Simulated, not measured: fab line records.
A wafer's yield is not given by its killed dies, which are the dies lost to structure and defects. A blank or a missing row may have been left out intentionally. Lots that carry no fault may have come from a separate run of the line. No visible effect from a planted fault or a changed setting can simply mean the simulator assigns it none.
Which tool did it? | flow nand-harc | 11 lots with 33 wafers sampled at 4 steps, on a route of 1302 steps

== WHAT EACH GAUGE READ, for each wafer ==
NHARC_A_M0_CD_MEAS_16.
lot  | measured     | on        | cd-nm (nm)
L484 | day 23 08:26 | cd-sem-03 | 80.3 81.2 79.8
L483 | day 23 13:37 | cd-sem-01 | 78.9 80.2 79.3
L485 | day 24 01:41 | cd-sem-01 | 80.1 80.3 80.2
L492 | day 27 00:40 | cd-sem-03 | 80.7 79.4 79.5
L489 | day 27 05:47 | cd-sem-01 | 80.1 80.9 80.8
L496 | day 28 07:19 | cd-sem-02 | 79.3 78.8 79.2
L494 | day 28 14:16 | cd-sem-03 | 79.4 79.7 79.0
L497 | day 29 06:30 | cd-sem-01 | 78.5 80.2 79.6
L499 | day 30 01:19 | cd-sem-02 | 80.3 81.1 80.6
L501 | day 31 05:02 | cd-sem-02 | 79.8 79.7 79.1
L504 | day 31 13:16 | cd-sem-03 | 80.6 81.1 80.4

== EACH LOT AND THE TOOL THAT RAN IT (in order: tool; ch and the chambers of the sampled wafers; start) ==
lot  | NHARC_A_M0_SOFTBAKE_04            | NHARC_A_M0_ETCH_34                 | NHARC_A_M0_ETCH_15
L484 | litho-track-04 ch 0, day 23 07:00 | rie-diel-02 ch 2,3, day 23 08:13   | rie-diel-02 ch 0,2,3, day 23 08:26 or earlier
L483 | litho-track-01 ch 0, day 23 12:00 | rie-diel-02 ch 0,2,3, day 23 13:24 | rie-diel-02 ch 1,3, day 23 13:37 or earlier
L485 | litho-track-06 ch 0, day 24 00:00 | rie-diel-09 ch 0,2,3, day 24 01:29 | rie-diel-09 ch 0,2, day 24 01:41 or earlier
L492 | litho-track-01 ch 0, day 26 23:00 | rie-diel-02 ch 1,2, day 27 00:27   | rie-diel-02 ch 1,2,3, day 27 00:40 or earlier
L489 | litho-track-06 ch 0, day 27 04:00 | rie-diel-09 ch 1,2,3, day 27 05:34 | rie-diel-09 ch 1,2,3, day 27 05:47 or earlier
L496 | litho-track-06 ch 0, day 28 06:00 | rie-diel-02 ch 0,1,3, day 28 07:06 | rie-diel-02 ch 0,3, day 28 07:19 or earlier
L494 | litho-track-06 ch 0, day 28 13:00 | rie-diel-02 ch 0,2, day 28 14:03   | rie-diel-02 ch 0,3, day 28 14:16 or earlier
L497 | litho-track-06 ch 0, day 29 05:00 | rie-diel-02 ch 0,3, day 29 06:17   | rie-diel-02 ch 0,2,3, day 29 06:30 or earlier
L499 | litho-track-01 ch 0, day 30 00:00 | rie-diel-09 ch 1,2,3, day 30 01:07 | rie-diel-09 ch 0,1, day 30 01:19 or earlier
L501 | litho-track-04 ch 0, day 31 04:00 | rie-diel-09 ch 1,2, day 31 04:48   | rie-diel-09 ch 0,1, day 31 05:02 or earlier
L504 | litho-track-01 ch 0, day 31 12:00 | rie-diel-09 ch 0,1, day 31 13:03   | rie-diel-09 ch 0,1, day 31 13:16 or earlier
- NHARC_A_M0_SOFTBAKE_04: time 55 s.
- NHARC_A_M0_ETCH_34: etches the open film in N2/H2, target depth 40 nm, overetch 12 nm, time 43.94 s.
- NHARC_A_M0_ETCH_15: etches the open film in C4F8/Ar, target depth 150 nm, overetch 15 nm, time 82.5 s.

== AS READ BY THE TOOLS THEMSELVES (means over the sampled wafers that have a number; for cases with no such wafer, the mark the record gives instead) ==
NHARC_A_M0_SOFTBAKE_04.
lot  | tool           | heater-power-total-W (W)
L484 | litho-track-04 | 188.28
L483 | litho-track-01 | 188.47
L485 | litho-track-06 | 188.40
L492 | litho-track-01 | 188.35
L489 | litho-track-06 | 188.42
L496 | litho-track-06 | 188.38
L494 | litho-track-06 | 186.15
L497 | litho-track-06 | 186.01
L499 | litho-track-01 | 188.64
L501 | litho-track-04 | 188.39
L504 | litho-track-01 | 188.42

NHARC_A_M0_ETCH_34.
lot  | tool        | bias-w (W) | drypump-motor-current-A (A) | oes-product-au (a.u.) | rf-vpp-V (V) | showerhead-plenum-p-Torr (Torr) | throttle-valve-pct (%)
L484 | rie-diel-02 | 149.7      | 5.4                         | 0.995                 | 430.9        | 2.06                            | 14.171
L483 | rie-diel-02 | 149.9      | 5.5                         | 0.999                 | 431.2        | 2.05                            | 14.166
L485 | rie-diel-09 | 149.7      | 6.0                         | 1.005                 | 429.4        | 1.99                            | 14.180
L492 | rie-diel-02 | 150.2      | 5.8                         | 0.988                 | 427.9        | 1.97                            | 14.173
L489 | rie-diel-09 | 150.0      | 5.8                         | 0.995                 | 428.4        | 1.94                            | 14.165
L496 | rie-diel-02 | 149.9      | 5.4                         | 0.999                 | 432.2        | 2.12                            | 14.170
L494 | rie-diel-02 | 149.7      | 5.6                         | 1.005                 | 430.9        | 2.05                            | 14.180
L497 | rie-diel-02 | 149.9      | 5.4                         | 0.989                 | 433.8        | 2.13                            | 14.172
L499 | rie-diel-09 | 150.1      | 5.8                         | 1.002                 | 427.5        | 1.94                            | 14.175
L501 | rie-diel-09 | 149.7      | 5.6                         | 1.000                 | 428.7        | 1.97                            | 14.180
L504 | rie-diel-09 | 149.7      | 6.2                         | 0.990                 | 430.8        | 2.06                            | 14.168

NHARC_A_M0_ETCH_15.
lot  | tool        | bias-w (W) | oes-product-au (a.u.) | rf-vpp-V (V)
L484 | rie-diel-02 | 299.7      | 0.963                 | 441.2
L483 | rie-diel-02 | 299.4      | 0.922                 | 443.3
L485 | rie-diel-09 | 299.2      | 0.960                 | 440.0
L492 | rie-diel-02 | 300.1      | 0.963                 | 441.4
L489 | rie-diel-09 | 300.3      | 0.921                 | 437.7
L496 | rie-diel-02 | 300.5      | 0.937                 | 443.1
L494 | rie-diel-02 | 299.7      | 0.968                 | 443.9
L497 | rie-diel-02 | 299.8      | 0.922                 | 440.7
L499 | rie-diel-09 | 300.4      | 0.972                 | 439.8
L501 | rie-diel-09 | 300.9      | 0.954                 | 443.0
L504 | rie-diel-09 | 300.4      | 0.918                 | 442.4

== THE ANSWER, worked out from the rows above alone ==
Rule: usual is defined by the lots themselves. Put in order of their means at a reading, lots are off if they are a third of the lots or fewer, leave a main group of 4 or more, and stand apart from it by a gap of 3 or more times the standard deviation of the main group's means; of several such gaps the widest counts. A main group is skipped when, at the precision printed for the reading in the tables above, its means are all equal. A lot without any number at a reading at which 4 lots or more have one is off too. The other lots that the step has rows for count as sound. Order of review: gauges by route order, followed by the tools' own readings, for which a lot's mean as printed above is used. At the first step where some lot is off, the reading lying furthest off is the one used; lots without a number count as furthest.
Off: L494, L497 (NHARC_A_M0_SOFTBAKE_04, heater-power-total-W). The main group: mean 188.42 W, standard deviation 0.093.
If a tool, at that step or one of the process steps before it, ran each lot that is off and ran no sound lot following the first of them, it fits. One fits: NHARC_A_M0_SOFTBAKE_04 on litho-track-06. Its last sound lot is L496 (day 28 06:00), its first lot that is off L494 (day 28 13:00): a fault that began between those two fits.
The tool's own readings at NHARC_A_M0_SOFTBAKE_04 bear it out: on the lots that are off they differ by more than 5 times the standard deviation of the sound lots' means. heater-power-total-W reads 186.08 W there against 188.42 W on the sound lots.

== WHAT WAS PUT IN BY THE SIMULATOR ==
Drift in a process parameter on litho-track-06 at NHARC_A_M0_SOFTBAKE_04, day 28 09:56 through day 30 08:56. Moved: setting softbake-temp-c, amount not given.
Struck lots among those shown: L494, L497. The rule above found the same.
